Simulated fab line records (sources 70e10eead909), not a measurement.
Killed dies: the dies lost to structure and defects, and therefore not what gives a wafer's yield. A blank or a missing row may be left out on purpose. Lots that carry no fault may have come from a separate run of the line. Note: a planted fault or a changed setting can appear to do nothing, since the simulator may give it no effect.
Struck lot and sound lot, side by side + flow nandHarc + 15 out of 1302 route steps
Sound: these wafers, L159.1, L159.2, L159.3. Struck: wafer L163.3 (left out: L163.2, L163.6 of the same lot, which were not struck); the cause appears at the end.
For every step that has rows: the tool of each side, followed by ch and its chambers, followed by its first start. Under that, the readings that differ: sound wafers + struck wafers + difference of the means + sigmas: that difference in standard deviations of wafers without a fault.
alike: a reading whose means differ by less than 2 such deviations, as well as words and numbers matching on both sides. not compared: withheld readings; readings where some wafer has no value; bounds like >300 that might hide an equal value; numbers whose values overlap and for which the record gives no deviation.
Wherever a step has rows on one side only, a row that says differs or no value, or a row with sigmas, the two part there. Numbers that have no deviation but don't overlap get no sigmas and don't part them. Lack of a reading on every wafer of one side parts them only where that side has two or more wafers.

first, 4 steps without rows for these wafers: NHARC_P_M1_EBR_05; NHARC_P_M1_EXPOSE_06 (exposes mask P M1, target cd 130 nm); NHARC_P_M1_PEB_07 (peb time 65 s); NHARC_P_M1_DEVELOP_08 (develop time 35 s).
NHARC_P_M1_CD_MEAS_09: target cd 130 nm.
  sound on cdSem-01 ch 0, day 11 06:50; struck on cdSem-01 ch 0, day 13 03:35
| reading   | sound             | struck | difference | sigmas |
|-----------|-------------------|--------|------------|--------|
| cdNm (nm) | 130.3 130.3 130.6 | 129.1  | -1.3       | -2     |
NHARC_P_M1_OVL_MEAS_10: pitch 260 nm.
  sound on overlay-02, day 11 06:56; struck on overlay-01, day 13 03:41
  alike: overlayXNm, overlayYNm
NHARC_P_M1_INSPECT_11:
  sound on defectInspect-02, day 11 06:58; struck on defectInspect-02, day 13 03:43
  alike: rawDefectCount
NHARC_P_M1_DESCUM_14: chemistry O2, time 3 s.
  sound on rieDiel-04 ch 0,1,2, day 11 07:02; struck on rieDiel-07 ch 1, day 13 03:47
| reading             | sound | struck | difference | sigmas |
|---------------------|-------|--------|------------|--------|
| rfHoursCounterH (h) | 4 3 3 | 16     | +13        |        |
  alike: chamberPressureMTorr, drypumpMotorCurrentA, oesProductAu, rfVppV, showerheadPlenumPTorr, throttleValvePct
NHARC_P_M1_ETCH_35: etches the open film in N2/H2, target depth 40 nm, overetch 12 nm, time 43.94 s.
  sound on rieDiel-04 ch 0,1,2, day 11 07:07; struck on rieDiel-07 ch 1, day 13 03:52
| reading             | sound | struck | difference | sigmas |
|---------------------|-------|--------|------------|--------|
| rfHoursCounterH (h) | 3 4 3 | 16     | +13        |        |
  alike: chamberPressureMTorr, drypumpMotorCurrentA, oesProductAu, rfFwdPowerW, rfVppV, showerheadPlenumPTorr, throttleValvePct
NHARC_P_M1_ETCH_15: etches the open film in C4F8/Ar, target depth 182.5 nm, time 91.2 s.
  sound on rieDiel-04 ch 1,2,3; struck on rieDiel-07 ch 2
| reading             | sound | struck | difference | sigmas |
|---------------------|-------|--------|------------|--------|
| rfHoursCounterH (h) | 4 3 3 | 15     | +12        |        |
  alike: chamberPressureMTorr, oesProductAu, rfFwdPowerW, rfVppV
NHARC_P_M1_CD_MEAS_16:
  sound on cdSem-02, day 11 07:20; struck on cdSem-03, day 13 04:05
  alike: cdNm
NHARC_P_M1_STRIP_18: strips in N2/H2.
  sound on rieDiel-04 ch 1,2,3, day 11 07:25; struck on rieDiel-04 ch 0, day 13 04:09
| reading             | sound | struck | difference | sigmas |
|---------------------|-------|--------|------------|--------|
| rfHoursCounterH (h) | 3 3 4 | 6      | +3         |        |
  alike: chamberPressureMTorr, drypumpMotorCurrentA, oesProductAu, rfFwdPowerW, rfVppV, showerheadPlenumPTorr, throttleValvePct
NHARC_P_M1_ETCH_28: etches the open film in CF4/N2, target depth 30 nm, time 72.99 s.
  sound on rieDiel-04 ch 0,1,3, day 11 07:39; struck on rieDiel-04 ch 0, day 13 04:26
| reading             | sound             | struck | difference | sigmas |
|---------------------|-------------------|--------|------------|--------|
| oesProductAu (a.u.) | 0.997 0.998 1.005 | 0.865  | -0.135     | -14    |
| rfHoursCounterH (h) | 3 3 3             | 6      | +3         |        |
  alike: chamberPressureMTorr, drypumpMotorCurrentA, rfFwdPowerW, rfVppV, showerheadPlenumPTorr, throttleValvePct
then, 1 step without rows for these wafers: NHARC_P_M1_STRIP_19 (strips in post etch residue remover, time 600 s).
-- jump in the record: it breaks off in module P_M1 and resumes in module END (first step shown: number 1302 of the route), and 18 days separate the struck wafers' starts before and after --
NHARC_END_SORT_01:
  sound on prober-01 ch 0, day 29 09:42; struck on prober-01 ch 0, day 31 14:34
  alike: defectLimitedYield, killedAtArray, killedAtOther, killedAtPeriphery, killedDies, killedOpen, killedShort, sort_bin_2_pct, sort_bin_3_pct, sort_bin_4_pct, sortNPass, sortRimYieldPct, sortYieldPct

## WHERE THEY PART
First at NHARC_P_M1_CD_MEAS_09; last, within this record, at NHARC_P_M1_ETCH_28. Later steps at which nothing parts them and some readings are alike: NHARC_END_SORT_01.

WHY: what the simulator had put in
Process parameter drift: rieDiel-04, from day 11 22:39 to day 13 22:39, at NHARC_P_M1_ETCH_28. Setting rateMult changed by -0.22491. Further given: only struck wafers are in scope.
